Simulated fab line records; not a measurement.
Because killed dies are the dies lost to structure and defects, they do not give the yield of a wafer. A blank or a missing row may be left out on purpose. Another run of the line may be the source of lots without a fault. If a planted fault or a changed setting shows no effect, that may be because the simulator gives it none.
Chamber matching / flow n5-finfet / N5_BEOL_M3_DEP_57 on pecvd-04: 3 sister chambers
The step deposits SiCN from 3MS/NH3, target thk 8 nm, time 14 s. 20 wafers are shown with their chamber, then 10 later ones without.

## WAFERS PAIRED WITH THEIR CHAMBERS
wafer=L077.1; chamber=0; showerhead-plenum-p-Torr (Torr)=3.685; throttle-valve-pct (%)=9.4; showerhead-vpp-V (V)=861
wafer=L077.3; chamber=1; showerhead-plenum-p-Torr (Torr)=3.645; throttle-valve-pct (%)=10.3; showerhead-vpp-V (V)=908
wafer=L077.5; chamber=0; showerhead-plenum-p-Torr (Torr)=3.701; throttle-valve-pct (%)=9.3; showerhead-vpp-V (V)=868
wafer=L079.1; chamber=2; showerhead-plenum-p-Torr (Torr)=3.678; throttle-valve-pct (%)=8.9; showerhead-vpp-V (V)=892
wafer=L079.2; chamber=1; showerhead-plenum-p-Torr (Torr)=3.634; throttle-valve-pct (%)=10.2; showerhead-vpp-V (V)=898
wafer=L079.6; chamber=2; showerhead-plenum-p-Torr (Torr)=3.676; throttle-valve-pct (%)=9.3; showerhead-vpp-V (V)=895
wafer=L081.3; chamber=0; showerhead-plenum-p-Torr (Torr)=3.702; throttle-valve-pct (%)=9.3; showerhead-vpp-V (V)=864
wafer=L081.4; chamber=2; showerhead-plenum-p-Torr (Torr)=3.690; throttle-valve-pct (%)=9.2; showerhead-vpp-V (V)=897
wafer=L081.5; chamber=1; showerhead-plenum-p-Torr (Torr)=3.644; throttle-valve-pct (%)=10.0; showerhead-vpp-V (V)=897
wafer=L080.1; chamber=2; showerhead-plenum-p-Torr (Torr)=3.681; throttle-valve-pct (%)=9.3; showerhead-vpp-V (V)=901
wafer=L080.3; chamber=1; showerhead-plenum-p-Torr (Torr)=3.639; throttle-valve-pct (%)=9.9; showerhead-vpp-V (V)=900
wafer=L080.6; chamber=0; showerhead-plenum-p-Torr (Torr)=3.698; throttle-valve-pct (%)=9.5; showerhead-vpp-V (V)=856
wafer=L086.3; chamber=0; showerhead-plenum-p-Torr (Torr)=3.684; throttle-valve-pct (%)=9.5; showerhead-vpp-V (V)=859
wafer=L086.4; chamber=2; showerhead-plenum-p-Torr (Torr)=3.691; throttle-valve-pct (%)=9.2; showerhead-vpp-V (V)=898
wafer=L086.5; chamber=2; showerhead-plenum-p-Torr (Torr)=3.686; throttle-valve-pct (%)=9.2; showerhead-vpp-V (V)=890
wafer=L087.3; chamber=2; showerhead-plenum-p-Torr (Torr)=3.678; throttle-valve-pct (%)=9.3; showerhead-vpp-V (V)=898
wafer=L087.5; chamber=2; showerhead-plenum-p-Torr (Torr)=3.682; throttle-valve-pct (%)=9.2; showerhead-vpp-V (V)=905
wafer=L087.6; chamber=1; showerhead-plenum-p-Torr (Torr)=3.644; throttle-valve-pct (%)=10.4; showerhead-vpp-V (V)=886
wafer=L091.3; chamber=2; showerhead-plenum-p-Torr (Torr)=3.684; throttle-valve-pct (%)=9.0; showerhead-vpp-V (V)=880
wafer=L091.5; chamber=1; showerhead-plenum-p-Torr (Torr)=3.641; throttle-valve-pct (%)=10.3; showerhead-vpp-V (V)=896

SIGNATURES, as means of the wafers listed above
reading=showerhead-plenum-p-Torr; chamber 0=3.69400; chamber 1=3.64117; chamber 2=3.68289; scatter within a chamber=0.00606
reading=throttle-valve-pct; chamber 0=9.400; chamber 1=10.183; chamber 2=9.178; scatter within a chamber=0.15
reading=showerhead-vpp-V; chamber 0=861.60; chamber 1=897.50; chamber 2=895.11; scatter within a chamber=6.66
Rule: distance of a wafer from a chamber = root of the sum over the readings of ((wafer's reading minus chamber's mean) / reading's scatter) squared. The wafer belongs to the nearest chamber; if the next one is less than 2 further off, it can't be placed. The scatter: the root of (the sum of the squares of (reading less its chamber's mean) over the shown wafers, divided by (wafers less chambers)).

## WAFERS WHOSE CHAMBER IS MISSING
wafer=L091.6; showerhead-plenum-p-Torr (Torr)=3.686; throttle-valve-pct (%)=9.0; showerhead-vpp-V (V)=909
wafer=L092.2; showerhead-plenum-p-Torr (Torr)=3.644; throttle-valve-pct (%)=10.0; showerhead-vpp-V (V)=895
wafer=L092.5; showerhead-plenum-p-Torr (Torr)=3.637; throttle-valve-pct (%)=10.0; showerhead-vpp-V (V)=906
wafer=L092.6; showerhead-plenum-p-Torr (Torr)=3.705; throttle-valve-pct (%)=9.2; showerhead-vpp-V (V)=865
wafer=L095.2; showerhead-plenum-p-Torr (Torr)=3.683; throttle-valve-pct (%)=9.2; showerhead-vpp-V (V)=886
wafer=L095.3; showerhead-plenum-p-Torr (Torr)=3.693; throttle-valve-pct (%)=9.3; showerhead-vpp-V (V)=873
wafer=L095.5; showerhead-plenum-p-Torr (Torr)=3.650; throttle-valve-pct (%)=10.1; showerhead-vpp-V (V)=892
wafer=L096.1; showerhead-plenum-p-Torr (Torr)=3.684; throttle-valve-pct (%)=9.0; showerhead-vpp-V (V)=896
wafer=L096.3; showerhead-plenum-p-Torr (Torr)=3.693; throttle-valve-pct (%)=9.5; showerhead-vpp-V (V)=856
wafer=L096.5; showerhead-plenum-p-Torr (Torr)=3.692; throttle-valve-pct (%)=9.4; showerhead-vpp-V (V)=859

## CHAMBER TAKEN BY EACH
wafer=L091.6; from the rows above=2; in truth=2
wafer=L092.2; from the rows above=1; in truth=1
wafer=L092.5; from the rows above=1; in truth=1
wafer=L092.6; from the rows above=0; in truth=0
wafer=L095.2; from the rows above=2; in truth=2
wafer=L095.3; from the rows above=can't be placed: 0 or 2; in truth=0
wafer=L095.5; from the rows above=1; in truth=1
wafer=L096.1; from the rows above=2; in truth=2
wafer=L096.3; from the rows above=0; in truth=0
wafer=L096.5; from the rows above=0; in truth=0
9 of 10 placed correctly. Can't be placed from these rows: 1 (the true chamber is among the candidates in 1). Number placed wrongly: 0.
